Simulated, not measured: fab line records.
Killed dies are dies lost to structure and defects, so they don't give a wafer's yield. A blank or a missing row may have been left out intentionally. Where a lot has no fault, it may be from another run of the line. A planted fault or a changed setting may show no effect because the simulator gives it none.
A struck lot beside a sound one | flow n5 finfet | 38 steps out of a route of 1938
Sound: the wafers L987.1, L987.2, L987.5. Struck: wafer L981.4 (left out: L981.1, L981.3 of the same lot, which were not struck); the cause appears at the end.
Order at every step that has rows: each side's tool, ch and its chambers, its first start. Under that, the readings that differ: sound wafers | struck wafers | difference of the means | sigmas: that difference in standard deviations of wafers without a fault.
alike: words and numbers the same on both sides, and readings whose means are apart by under 2 such deviations; not compared: readings that were withheld, readings missing a value for some wafer, numbers with overlapping values and no deviation given by the record, and bounds like >300 which may hide the same value.
A row with sigmas, a row that says differs or no value, or rows on one side alone: a step with any of these is where the two part. When numbers do not overlap yet have no deviation, they are printed without sigmas and do not part them. Lack of a reading on every wafer of one side parts them only where that side has two or more wafers.

first, 9 steps without rows for these wafers: N5_BEOL_M1_ANNEAL_95 (time 240 s); N5_BEOL_M1_SPUTTER_96 (material Cu, target thk 4.5 nm, time 8.29 s); N5_BEOL_M1_ECD_50 (material Cu, target thk 300 nm); N5_BEOL_M1_ANNEAL_51 (time 90 s); N5_BEOL_M1_CMP_52 (polishes, stops on SiOC, t overpolish 6.8 s, target thk 40 nm); N5_BEOL_M1_PRE_CLEAN_60 (time 15 s); N5_BEOL_M1_CO_CAP_55 (material Co, precursor CCTBA/H2, target thk 2 nm, time 102.1 s); N5_BEOL_M1_PRE_CLEAN_56 (time 15 s); N5_BEOL_M1_DEP_57 (deposits SiCN from 3MS/NH3, target thk 8 nm, time 14 s).
N5_BEOL_M2_ILD_DEP_00: deposits SiOC from DEMS/O2, target thk 79 nm, time 15.3 s.
  sound on pecvd-02 ch 0,1,2, day 10 19:37; struck on pecvd-03 ch 2, day 9 07:01
  reading                                      | sound          | struck | difference | sigmas
  model.SiOC_of_BEOL_M2_ILD_DEP_00.thk nm (nm) | 78.8 79.2 79.6 | 124.2  | +45.0      |
  alike: heater power w, showerhead plenum p Torr, throttle valve pct
N5_BEOL_M2_THK_MEAS_01:
  sound on film metro-01, day 10 19:41; struck on film metro-01, day 9 07:05
  reading         | sound          | struck | difference | sigmas
  M2_ILD_THK (nm) | 78.8 79.1 79.7 | 124.2  | +45.0      | +46
then, 24 steps without rows for these wafers: N5_BEOL_M2_PECVD_72 (deposits SiO2 from TEOS/O2, target thk 16 nm, time 18 s); N5_BEOL_M2_HM_DEP_02 (deposits TiN, target thk 20 nm); N5_BEOL_M2_COAT_61 (time 60 s, resist thk 60 nm); N5_BEOL_M2_COAT_62 (time 60 s, resist thk 12 nm); N5_BEOL_M2_COAT_73 (time 60 s, resist thk 5 nm); N5_BEOL_M2_COAT_05 (resist thk 30 nm); N5_BEOL_M2_EBR_07; N5_BEOL_M2_SOFTBAKE_06 (time 60 s); N5_BEOL_M2_EXPOSE_08 (exposes mask M2); N5_BEOL_M2_PEB_09 (peb time 60 s); N5_BEOL_M2_DEVELOP_10 (develop time 30 s); N5_BEOL_M2_DESCUM_16 (chemistry O2, time 7 s); N5_BEOL_M2_ETCH_74 (etches underlayer in N2/H2, target depth 6.5 nm, time 5.2 s); N5_BEOL_M2_ETCH_63 (etches SiARC in CF4, target depth 15.6 nm, time 26 s); N5_BEOL_M2_ETCH_64 (etches SOC in N2/H2, target depth 75 nm, overetch 22.5 nm, time 121.9 s); N5_BEOL_M2_STRIP_65 (strips in N2/H2); N5_BEOL_M2_STRIP_75 (strips in N2/H2); N5_BEOL_M2_STRIP_66 (strips in CF4); N5_BEOL_M2_HM_OPEN_17 (chemistry Cl2/BCl3, target TiN, target depth 20 nm, overetch 6 nm); N5_BEOL_M2_STRIP_19 (strips in O2); N5_BEOL_M2_COAT_67 (time 60 s, resist thk 60 nm); N5_BEOL_M2_COAT_68 (time 60 s, resist thk 12 nm); N5_BEOL_M2_COAT_76 (time 60 s, resist thk 5 nm); N5_BEOL_M2_COAT_22 (resist thk 30 nm).
N5_BEOL_M2_CMP_52: polishes, stops on SiOC, t overpolish 6.8 s, target thk 40 nm.
  sound on cmp-04 ch 1,2,3, day 11 12:00; struck on cmp-03 ch 0, day 9 20:02
  reading                                      | sound          | struck | difference | sigmas
  model.SiOC_of_BEOL_M2_ILD_DEP_00.thk nm (nm) | 75.8 76.2 76.6 | 121.2  | +45.0      |
  alike: clearing platen down force psi, motor current A, slurry filter dp kPa
  not compared: pad life wafers
N5_BEOL_M4_RC_MEAS_101:
  the record has rows for the sound wafers here (prober-02 ch 0, day 12 06:09) and none for the struck ones
-- a jump in the record: the struck wafers' starts before and after are 5 days apart (it breaks off in module BEOL_M4 and resumes in module PASSIVATION, where the first step shown is number 1936 of the route) --
N5_PASSIVATION_PROBE_49:
  record: rows for the struck wafers here (prober-01, day 15 07:34), none for the sound ones

## WHERE THEY PART
Last at N5_PASSIVATION_PROBE_49 as far as this record goes, first at N5_BEOL_M2_THK_MEAS_01.

WHY: what had been put in by the simulator
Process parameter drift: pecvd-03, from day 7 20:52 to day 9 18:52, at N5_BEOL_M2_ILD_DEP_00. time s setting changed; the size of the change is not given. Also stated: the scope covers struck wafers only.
